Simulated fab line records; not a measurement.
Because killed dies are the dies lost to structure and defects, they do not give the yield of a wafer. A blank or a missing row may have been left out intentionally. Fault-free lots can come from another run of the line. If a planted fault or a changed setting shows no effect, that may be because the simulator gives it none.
fab line records | flow nand_harc
[record] lots = 6 wafers = 18 last_day = 34
route steps=1302 shown THIN_TSV@1283 END@1302
lots that met no fault: from a run of the same line without faults
start_h: hours from the record's first day to the start of the lot's first wafer shown | wait_h: hours elapsed since this lot's preceding step | " same as the row above | L1.1+2: one row covering several wafers at once | - no value, or no start given | * or withheld: withheld | < > ~ a bound
route shown NAME@n: a module of which the file shows steps, and the number in the route of the first | usual: mean/standard deviation of fault-free wafers | same: alike in all rows | chamber/n: place in a boat | sites: per-site readings | _std_site: their standard deviation | _edge_site: outer sites' mean less inner sites' | radius_mm: for every site, how far away it sits from the centre of the wafer | mask NAME#n: copy n | behind: the tool/chamber that last shaped the wafer | hold: why the lot went on hold/how many hours it stayed there/how the hold came to an end | device: the n, p or np transistor that did not switch | end of line: the route-end tests of the same wafers | step lacking rows: just its recipe | killed: not the wafer's yield, but the dies lost to structure and defects at the first sort | map: per-die view of a wafer (x killed, . not killed, _ where there is no die)
set.NAME: the setting as run; set.NAME@STEP: as run at that earlier step | model.NAME: the simulator's own value behind a step, which no gauge read
certain route steps with their lots: each step a table, each wafer a row
services: the hour from which a tool's chamber was out of use, counted from the record's first day as start_h (under 0 if before that day), plus the number of hours and why
[[steps]]
[step NHARC_THIN_TSV_DEHYDRATE_25]
[recipe] temp_c = 150 time_s = 120
[step NHARC_THIN_TSV_HMDS_26]
[recipe] time_s = 30
[step NHARC_THIN_TSV_COAT_27]
[recipe] spin_rpm = *
[step NHARC_THIN_TSV_SOFTBAKE_28]
[recipe] temp_c = 122 time_s = 95
[step NHARC_THIN_TSV_EBR_29]
[step NHARC_THIN_TSV_EXPOSE_30]
[recipe] na = 0.55 dose_mj = 11.47 mask_id = PAD
[step NHARC_THIN_TSV_PEB_31]
[recipe] peb_temp_c = 118 peb_time_s = 85
[step NHARC_THIN_TSV_DEVELOP_32]
[recipe] time_s = 70
[step NHARC_THIN_TSV_CD_MEAS_33]
[recipe] target_cd_nm = 5000 landing_energy_ev = 500
[usual] cd_nm = 4999.2/1.8
// columns lot.wafer tool chamber start_h wait_h cd_nm
L157.1 cd_sem-01 0 556.77 - 4998.2
L157.3 " 0 " " 4997.1
L157.6 " 0 " " 5001.1
L159.3 cd_sem-01 0 578.51 - 5001.6
L159.5 " 0 " " 5000.8
L159.6 " 0 " " 4998.4
L173.3 cd_sem-03 0 711.58 - 4999.5
L173.4 " 0 " " 4999.3
L173.5 " 0 " " 5000.0
L172.1 cd_sem-02 0 712.77 - 4999.6
L172.4 " 0 " " 4997.0
L172.5 " 0 " " 4996.4
L175.3 cd_sem-03 0 732.29 - 4999.4
L175.4 " 0 " " 4997.5
L175.5 " 0 " " 5000.4
L180.1 cd_sem-02 0 784.93 - 5000.0
L180.3 " 0 " " 4997.2
L180.4 " 0 " " 4999.5
[step NHARC_THIN_TSV_HARDBAKE_34]
[recipe] temp_c = 125 time_s = 80
[step NHARC_THIN_TSV_DESCUM_35]
[recipe] time_s = 3 o2_flow_sccm = 200 ar_flow_sccm = 0 bias_power_w = 0 chemistry = O2
[usual] drypump_motor_current_A = 5.8/0.41 oes_product_au = 1.000/0.0094 rf_vpp_V = 58.0/0.83 showerhead_plenum_p_Torr = 1.98/0.046 throttle_valve_pct = 11.310/0.0094
[same] bias_power_w = 0
// columns lot.wafer tool chamber start_h wait_h drypump_motor_current_A oes_product_au rf_hours_counter_h rf_vpp_V showerhead_plenum_p_Torr throttle_valve_pct
L157.1 rie_diel-03 3 556.93 - 5.7 0.999 4 57.6 1.89 11.320
L157.3 " 1 " " 6.0 1.001 5 57.8 2.00 11.301
L157.6 " 0 " " 5.5 1.015 - 57.9 1.85 11.323
L159.3 rie_diel-06 3 578.66 - 5.8 0.993 4 57.5 1.96 11.313
L159.5 " 3 " " 5.8 0.993 - 59.0 1.96 11.295
L159.6 " 0 " " 6.3 0.995 - 57.7 1.97 11.313
L173.3 rie_diel-07 1 711.74 - 5.7 0.981 3 57.7 1.98 11.294
L173.5 " 3 " " 6.2 0.987 - 58.7 2.00 11.305
L173.4 " 0 " " 6.0 0.980 - 58.3 1.95 11.327
L172.1 rie_diel-06 1 712.95 - 6.2 1.001 3 56.6 1.97 11.310
L172.4 " 2 " " 5.2 1.020 2 58.0 1.98 11.324
L172.5 " 3 " " 5.8 1.003 - 57.6 1.96 11.316
L175.3 rie_diel-06 2 732.46 - 5.2 1.013 3 57.3 1.98 11.307
L175.4 " 0 " " 6.3 1.011 3 57.3 1.97 11.305
L175.5 " 2 " " 5.2 1.002 - 60.3 1.98 11.299
L180.3 rie_diel-07 3 785.09 - 6.2 0.993 8 59.7 2.00 11.309
L180.1 " 0 " " 5.9 0.976 7 57.6 1.94 11.301
L180.4 " 2 " " 5.0 1.013 8 57.9 2.04 11.301
[step NHARC_THIN_TSV_ETCH_59]
[recipe] target_depth_a = 8800 icp_w = 900 bias_w = 100 Cl2_flow_sccm = 60 bcl3_flow_sccm = 30 time_s = 138.1 chemistry = Cl2/BCl3
[usual] bias_w = 100.0/0.3 drypump_motor_current_A = 5.6/0.6 he_backside_leak_sccm = 3.3/0.36 oes_product_au = 0.997/0.0085 run_length_s = 159.21/0.28 throttle_valve_pct = 22.265/0.0098
// columns lot.wafer tool chamber start_h wait_h bias_w drypump_motor_current_A he_backside_leak_sccm oes_product_au rf_hours_counter_h run_length_s throttle_valve_pct
L157.1 rie_metal-03 1 557.09 0.2 100.0 5.8 3.1 1.006 0.5 159.04 22.272
L157.3 " 0 " " 100.2 4.9 3.2 0.974 - 158.97 22.254
L157.6 " 0 " " 100.3 4.9 3.1 0.991 - 159.47 22.260
L159.3 rie_metal-02 0 578.86 0.2 100.5 5.8 3.4 0.993 - 159.47 22.259
L159.5 " 0 " " 100.5 5.8 3.4 0.998 - 159.24 22.274
L159.6 " 1 " " 100.1 6.6 3.1 1.002 - 158.89 22.272
L173.3 rie_metal-02 1 711.97 0.2 100.1 6.6 3.2 0.999 - 159.40 22.259
L173.4 " 0 " " 100.1 5.7 3.5 0.991 - 159.54 22.269
L173.5 " 0 " " 99.8 5.8 3.6 0.990 - 159.15 22.267
L172.1 rie_metal-03 1 713.05 0.1 99.9 5.8 3.2 1.003 0.1 159.47 22.262
L172.4 " 0 " " 99.9 4.9 3.1 1.005 - 159.42 22.264
L172.5 " 1 " " 99.7 5.8 3.1 1.008 - 159.26 22.258
L175.4 rie_metal-02 0 732.64 0.1 99.9 5.8 3.6 0.989 - 159.15 22.252
L175.3 " 1 " " 99.9 6.6 3.1 1.001 - 158.81 22.266
L175.5 " 1 " " 99.8 6.6 3.3 0.997 - 158.83 22.271
L180.1 rie_metal-03 1 785.26 0.1 100.1 5.8 3.1 1.009 1.5 159.15 22.268
L180.3 " 0 " " 99.5 4.9 2.9 1.012 - 159.03 22.270
L180.4 " 1 " " 100.1 5.8 3.1 1.002 - 159.53 22.249
[step NHARC_THIN_TSV_ETCH_36]
[recipe] target_depth_a = 650 over_etch_frac = 0.3 time_s = 18.571 ion_energy_ev = 150 chemistry = Cl2/BCl3
[usual] drypump_motor_current_A = 5.6/0.6 he_backside_leak_sccm = 3.26/0.27 oes_product_au = 0.997/0.0078 run_length_s = 39.63/0.27
// columns lot.wafer tool chamber start_h wait_h drypump_motor_current_A he_backside_leak_sccm oes_product_au rf_hours_counter_h run_length_s
L157.1 rie_metal-03 1 557.32 0.2 5.8 3.02 1.000 0.7 39.90
L157.3 " 0 " " 4.9 3.22 0.989 - 39.41
L157.6 " 0 " " 4.9 3.11 0.980 - 39.61
L159.3 rie_metal-02 0 579.06 0.2 5.8 3.40 0.989 - 39.77
L159.5 " 1 " " 6.6 3.14 1.001 - 39.57
L159.6 " 0 " " 5.7 3.31 0.996 - 39.67
L173.3 rie_metal-02 1 712.17 0.2 6.6 3.04 0.996 - 39.45
L173.4 " 0 " " 5.8 3.53 0.995 - 35.12
L173.5 " 1 " " 6.6 3.19 1.004 - 39.59
L172.1 rie_metal-03 1 713.32 0.2 5.7 3.14 0.998 0.2 39.47
L172.4 " 0 " " 4.9 5.49 1.011 - 39.44
L172.5 " 1 " " 5.8 3.33 1.006 - 39.52
L175.4 rie_metal-02 1 732.84 0.2 6.6 3.13 1.008 - 39.42
L175.3 " 0 " " 5.7 3.66 0.988 - 34.75
L175.5 " 0 " " 5.8 3.57 0.992 - 34.78
L180.1 rie_metal-03 0 785.48 0.2 4.9 3.15 1.003 1.6 39.83
L180.3 " 0 " " 4.9 3.12 1.006 - 39.75
L180.4 " 1 " " 5.8 3.22 1.006 - 39.45
[step NHARC_THIN_TSV_STRIP_56]
[recipe] power_w = 1500 temp_c = 250 chemistry = O2
[usual] drypump_motor_current_A = 5.7/0.41 heater_power_w = 330/33 rf_refl_power_W = 18/4.1
// columns lot.wafer tool chamber start_h wait_h drypump_motor_current_A heater_power_w rf_hours_counter_h rf_refl_power_W
L157.1 plasma_asher-01 0 557.41 0.1 6.3 312 6 16
L157.3 " 1 " " 5.3 302 - 21
L157.6 " 0 " " 6.3 305 - 16
L159.3 plasma_asher-01 1 579.28 0.2 5.3 307 - -
L159.5 " 0 " " 6.3 312 - -
L159.6 " 1 " " 5.3 307 - -
L173.3 plasma_asher-02 1 712.35 0.2 5.4 395 - 12
L173.4 " 0 " " 5.8 337 - 22
L173.5 " 0 " " 5.8 338 - 24
L172.1 plasma_asher-02 0 713.41 0.1 5.8 331 24 21
L172.4 " 1 " " 5.3 396 - 11
L172.5 " 0 " " 5.9 327 - 21
L175.4 plasma_asher-01 0 733.02 0.2 6.3 324 - 16
L175.3 " 1 " " 5.3 292 - 21
L175.5 " 1 " " 5.3 302 - 21
L180.1 plasma_asher-01 1 785.92 0.4 5.3 301 18 -
L180.4 " 0 " " 6.3 331 - -
L180.3 " 1 " " 5.3 295 - -
[step NHARC_END_SORT_01]
[recipe] temp_c = 25
[usual] defect_limited_yield = 91.5/2.4 killed_at_array = 52/17 killed_at_other = 0.9/1.2 killed_at_periphery = 3.9/2.7 killed_dies = 57/16 killed_open = 3.3/1.9 killed_short = 2.5/1.5 sort_bin_2_pct = 3.0/1.2 sort_bin_3_pct = 0.6/0.34 sort_bin_4_pct = 4.8/1.3 sort_n_pass = 620/16 sort_rim_yield_pct = 89/4.3 sort_yield_pct = 91.5/2.4
[same] gross_dies = 677 sort_bin_5_pct[%] = 0 sort_bin_6_pct[%] = 0 sort_bin_7_pct[%] = 0 sort_bin_8_pct[%] = 0 sort_rim_n_gross = 106.00
// columns lot.wafer tool chamber start_h wait_h defect_limited_yield[%] killed_at_array killed_at_other killed_at_periphery killed_dies killed_open killed_short sort_bin_2_pct[%] sort_bin_3_pct[%] sort_bin_4_pct[%] sort_n_pass sort_rim_yield_pct[%] sort_yield_pct[%]
L157.1 prober-01 0 565.72 2.5 89.1 73 0 1 74 4 4 3.7 1.3 5.9 603 79 89.1
L157.3 prober-01 0 567.32 3.1 91.0 59 0 2 61 4 4 2.4 1.2 5.5 616 86 91.0
L157.6 prober-01 0 569.71 4.0 89.4 69 2 1 72 6 4 2.2 0.6 7.8 605 83 89.4
L159.3 prober-02 0 594.58 3.1 91.0 60 0 1 61 3 3 3.2 0.4 5.3 616 98 91.0
L159.5 prober-02 0 596.18 3.7 89.8 67 2 0 69 2 3 3.8 0.6 5.8 608 99 89.8
L159.6 prober-02 0 596.98 4.0 89.2 71 0 2 73 2 2 3.5 0.6 6.6 604 93 89.2
L172.1 prober-02 0 720.82 2.5 93.9 37 0 4 41 1 2 1.8 0.7 3.5 636 87 93.9
L172.4 prober-02 0 723.25 3.5 93.9 36 1 4 41 7 6 2.2 0.1 3.7 636 88 93.9
L172.5 prober-02 0 724.06 3.8 92.9 43 0 5 48 3 5 2.2 0.4 4.4 629 90 92.9
L173.3 prober-01 0 722.30 3.1 93.5 34 2 8 44 4 3 2.5 0.7 3.2 633 91 93.5
L173.4 prober-01 0 723.10 3.4 91.1 57 0 3 60 1 3 3.0 0.9 5.0 617 89 91.1
L173.5 prober-01 0 723.90 3.7 92.0 48 2 4 54 3 2 2.1 0.7 5.2 623 86 92.0
L180.1 prober-01 0 806.00 2.5 90.7 61 0 2 63 6 0 1.8 0.6 6.9 614 87 90.7
L180.3 prober-01 0 807.58 3.1 92.8 47 1 1 49 3 2 2.2 0.4 4.6 628 88 92.8
L180.4 prober-01 0 808.37 3.4 91.6 53 0 4 57 2 3 2.7 0.9 4.9 620 89 91.6
// killed by level:class
L157.1 A_CHANNEL_HOLE_D1:chamber_film_flake=31 A_SLIT:chamber_film_flake=11 A_CHANNEL_HOLE_D2:chamber_film_flake=8 A_CONTACT:chamber_film_flake=8 A_STAIRCASE:chamber_film_flake=5 A_ONON_D2:geometric_particle:short=2 A_SOURCE_PLATE:geometric_particle:short=1 A_ONON_D1:geometric_particle:open=1
L157.3 A_CHANNEL_HOLE_D1:chamber_film_flake=33 A_SLIT:chamber_film_flake=8 A_STAIRCASE:chamber_film_flake=7 A_CHANNEL_FILL_D1:geometric_particle:open=2 P_STI:geometric_particle:open=1 P_STI:chamber_film_flake=1 A_CHANNEL_HOLE_D1:geometric_particle:short=1 A_CHANNEL_FILL_D1:geometric_particle:short=1
L157.6 A_CHANNEL_HOLE_D1:chamber_film_flake=37 A_SLIT:chamber_film_flake=10 A_CONTACT:chamber_film_flake=5 A_STAIRCASE:chamber_film_flake=4 A_CHANNEL_HOLE_D2:chamber_film_flake=3 A_ONON_D2:geometric_particle:short=2 A_SGD_CUT:geometric_particle:open=2 THIN_TSV:chamber_film_flake=2
L159.3 A_CHANNEL_HOLE_D1:chamber_film_flake=28 A_CHANNEL_HOLE_D2:chamber_film_flake=16 A_CONTACT:chamber_film_flake=3 A_ZERO_WELL:chamber_film_flake=2 A_CHANNEL_HOLE_D1:geometric_particle:short=1 A_DECK1_JOINT:geometric_particle:open=1 A_ONON_D2:geometric_particle:open=1 A_CHANNEL_FILL_D2:geometric_particle:open=1
L159.5 A_CHANNEL_HOLE_D2:chamber_film_flake=30 A_CHANNEL_HOLE_D1:chamber_film_flake=25 A_WL_FILL:chamber_film_flake=3 A_ZERO_WELL:chamber_film_flake=2 A_CHANNEL_HOLE_D1:geometric_particle:open=1 A_CHANNEL_HOLE_D1:geometric_particle:short=1 A_CHANNEL_FILL_D2:geometric_particle:short=1 A_SGD_CUT:geometric_particle:short=1
L159.6 A_CHANNEL_HOLE_D2:chamber_film_flake=35 A_CHANNEL_HOLE_D1:chamber_film_flake=26 A_CHANNEL_FILL_D1:geometric_particle:open=2 P_GATE:chamber_film_flake=2 A_WL_FILL:chamber_film_flake=2 A_CHANNEL_HOLE_D2:geometric_particle:short=1 A_WL_FILL:geometric_particle:short=1 A_STAIRCASE:chamber_film_flake=1
L172.1 A_CHANNEL_HOLE_D1:chamber_film_flake=13 A_SLIT:chamber_film_flake=12 A_STAIRCASE:chamber_film_flake=5 P_BONDPAD:chamber_film_flake=3 A_CONTACT:chamber_film_flake=3 A_CHANNEL_HOLE_D1:geometric_particle:short=1 A_WL_FILL:geometric_particle:short=1 A_WL_FILL:geometric_particle:open=1
L173.3 A_STAIRCASE:chamber_film_flake=8 A_SLIT:chamber_film_flake=7 A_CHANNEL_HOLE_D2:chamber_film_flake=6 A_CONTACT:chamber_film_flake=3 A_ONON_D1:geometric_particle:open=2 P_ZERO_WELL:chamber_film_flake=2 P_M2:chamber_film_flake=2 A_BONDPAD:chamber_film_flake=2
L173.4 A_CHANNEL_HOLE_D2:chamber_film_flake=17 A_STAIRCASE:chamber_film_flake=11 A_CHANNEL_HOLE_D1:chamber_film_flake=7 A_CONTACT:chamber_film_flake=5 A_SLIT:chamber_film_flake=5 A_BONDPAD:chamber_film_flake=4 P_M2:chamber_film_flake=2 A_WL_FILL:chamber_film_flake=2
L172.4 A_SLIT:chamber_film_flake=15 A_CONTACT:chamber_film_flake=5 A_WL_FILL:geometric_particle:short=2 A_BLC:geometric_particle:open=2 A_ZERO_WELL:chamber_film_flake=2 A_STAIRCASE:chamber_film_flake=2 P_ZERO_WELL:geometric_particle:short=1 P_M0:geometric_particle:open=1
L173.5 A_CHANNEL_HOLE_D2:chamber_film_flake=17 A_STAIRCASE:chamber_film_flake=7 A_CHANNEL_HOLE_D1:chamber_film_flake=6 A_SLIT:chamber_film_flake=5 P_GATE:chamber_film_flake=2 P_M2:chamber_film_flake=2 A_DECK1_JOINT:chamber_film_flake=2 A_WL_FILL:chamber_film_flake=2
L172.5 A_SLIT:chamber_film_flake=28 P_BONDPAD:chamber_film_flake=4 A_CHANNEL_HOLE_D1:chamber_film_flake=4 P_GATE:geometric_particle:open=1 A_ONON_D1:geometric_particle:short=1 A_CHANNEL_HOLE_D1:geometric_particle:open=1 A_CHANNEL_FILL_D1:geometric_particle:short=1 A_DECK1_JOINT:geometric_particle:short=1
L180.1 A_CHANNEL_HOLE_D1:chamber_film_flake=21 A_CHANNEL_HOLE_D2:chamber_film_flake=11 A_SLIT:chamber_film_flake=9 A_CONTACT:chamber_film_flake=9 A_SGD_CUT:chamber_film_flake=4 A_CHANNEL_FILL_D1:geometric_particle:open=3 P_CONTACT:geometric_particle:open=2 A_STAIRCASE:chamber_film_flake=2
L180.3 A_SLIT:chamber_film_flake=13 A_CHANNEL_HOLE_D2:chamber_film_flake=11 A_CONTACT:chamber_film_flake=7 A_SGD_CUT:chamber_film_flake=6 A_STAIRCASE:chamber_film_flake=4 A_M1:geometric_particle:open=2 P_CONTACT:geometric_particle:open=1 A_WL_FILL:geometric_particle:short=1
L180.4 A_CHANNEL_HOLE_D2:chamber_film_flake=21 A_CHANNEL_HOLE_D1:chamber_film_flake=11 A_CONTACT:chamber_film_flake=6 A_SLIT:chamber_film_flake=6 A_SGD_CUT:chamber_film_flake=4 P_STI:chamber_film_flake=2 A_STAIRCASE:chamber_film_flake=2 P_GATE:geometric_particle:open=1
[[services]]
// columns tool chamber start_h hours kind
plasma_asher-01 - 542.68 2.8 repair
rie_diel-07 2 549.34 30.2 repair
rie_diel-06 0 585.63 6.0 repair
rie_diel-07 3 601.73 5.8 repair
plasma_asher-02 - 603.00 9.0 pm
rie_diel-06 3 612.88 6.3 repair
plasma_asher-01 - 625.37 3.0 repair
rie_metal-02 - 631.00 9.0 pm
rie_diel-03 - 635.35 9.0 pm
rie_diel-06 3 644.62 5.8 repair
rie_diel-07 - 648.22 9.0 pm
rie_diel-06 - 661.20 9.0 pm
rie_diel-06 - 670.89 0.3 repair
rie_diel-07 3 675.86 4.0 repair
rie_diel-07 0 687.63 14.5 repair
rie_diel-07 1 692.77 5.0 repair
rie_metal-03 - 696.00 9.0 pm
plasma_asher-01 - 696.72 9.0 pm
rie_diel-07 2 709.38 3.7 repair
rie_metal-02 1 717.95 10.7 repair
rie_diel-06 - 765.45 0.1 repair
rie_diel-06 - 780.11 1.2 repair
plasma_asher-02 - 780.19 9.0 pm
rie_diel-07 2 785.91 4.5 repair
[[key]]
[first_sign] step = NHARC_THIN_TSV_ETCH_36 reading = run_length_s direction = down sigmas = 18 usual = * struck = *
effect none on later readings
met_at NHARC_THIN_TSV_ETCH_36
struck_wafers L173.4,L175.3,L175.5
onset_between 579.06 712.17
[fault] kind = process_parameter_drift tool = rie_metal-02 chamber = 0 onset_h = 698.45 steps = NHARC_THIN_TSV_ETCH_36 channel = time_s offset = * shape = step end_h = 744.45 acts_in = * stated = *
